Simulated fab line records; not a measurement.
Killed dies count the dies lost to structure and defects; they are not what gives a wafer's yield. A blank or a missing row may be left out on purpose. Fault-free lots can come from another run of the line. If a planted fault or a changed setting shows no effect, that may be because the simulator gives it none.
Problem report, 8D (eight disciplines) form, completed by code || flow nand harc || the parts of the form that need people (team, actions taken, sign-off) are left out

== 1. THE ISSUE ==
A mean of 52.8 s is read at NHARC_P_M2_ETCH_35 for run length s, taken on 1 wafer of 1 lot, against 65.1 s (standard deviation 0.55) on wafers free of any fault. Relative to the usual mean, that is a shift of -22 standard deviations.
The step: etches the open film in N2/H2, target depth 40 nm, overetch 12 nm, time 43.94 s.
First observed at day 15 05:58: wafer L148.6, on rie diel-08. The record holds 33 wafers of 11 lots with a number at this step. Rule for "out" (also "out of limits"): further than 4 standard deviations from the usual mean. The rest of the wafers with a number are treated as sound.

== 2. WHAT IT IS, WHAT IT ISN'T ==
{"question": "which readings at this step", "is": "run length s", "is not": "chamber pressure mTorr, drypump motor current A, oes product au, rf vpp V, showerhead plenum p Torr, throttle valve pct"}
{"question": "which lots", "is": "L148", "is not": "L128, L129, L130, L131, L132, L133, L134, L135, L136, L138"}
{"question": "which wafers of those lots", "is": "L148.6", "is not": "L148.3, L148.5"}
{"question": "read on which tools", "is": "rie diel-08", "is not": "rie diel-02, rie diel-09"}
{"question": "when", "is": "from day 15 05:58", "is not": "up to then (32 sound wafers)"}

== 3. THE SUSPECTS, EACH WITH WHAT RULES IT OUT ==
Counting: a tool at a process step up to the reading stays a suspect if it ran every lot that is out. Sound lots after the first of them don't rule it out here, since some wafers of a struck lot are sound.
- rtp anneal-02 at NHARC_P_M1_ANNEAL_31 (time 90 s): kept. L148, the lot that is out, went through it at day 15 03:36; up to then, the latest sound lot through it was L138 at day 11 06:56.
- rie diel-08 at NHARC_P_M2_ETCH_35 (etches the open film in N2/H2, target depth 40 nm, overetch 12 nm, time 43.94 s): kept. L148, the lot that is out, went through it at day 15 05:58; up to then, the latest sound lot through it was L130 at day 7 23:42. Its own run length s readings are out on those wafers.
- At NHARC_P_M2_ETCH_35 on rie diel-08, chamber 1 took the sound wafers of the same lots and chamber 0 took the wafers that are out.
What counting leaves: rtp anneal-02 at NHARC_P_M1_ANNEAL_31 and rie diel-08 at NHARC_P_M2_ETCH_35.

== 4. THE CAUSE (what the simulator had put in) ==
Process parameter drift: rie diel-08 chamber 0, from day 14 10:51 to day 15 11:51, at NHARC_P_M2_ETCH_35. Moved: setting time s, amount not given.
2 suspects survive the count, and this tool is in that group.

== 5. THE EFFECT CHAIN, in route order ==
Each row: a reading where the mean over the struck wafers with a number is more than 3 standard deviations away from the usual. Only readings for which the record gives a usual standard deviation are gone through. hours: the time from each lot's start at the first step in this table that gives one to its start at this step, as a median over the lots. sigmas: the change in usual standard deviations.
{"hours": 0, "step": "NHARC_P_M2_ETCH_35", "reading": "run length s", "usual": "65.1 s", "on struck wafers": 52.8, "change": -12.3, "sigmas": -22}
Its process steps:
- NHARC_P_M2_ETCH_35: etches the open film in N2/H2, target depth 40 nm, overetch 12 nm, time 43.94 s.

== 6. WHAT WOULD HAVE CAUGHT IT SOONER ==
In this record the first reading out of limits was taken at day 15 05:58, 19 hours after the fault began at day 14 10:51.
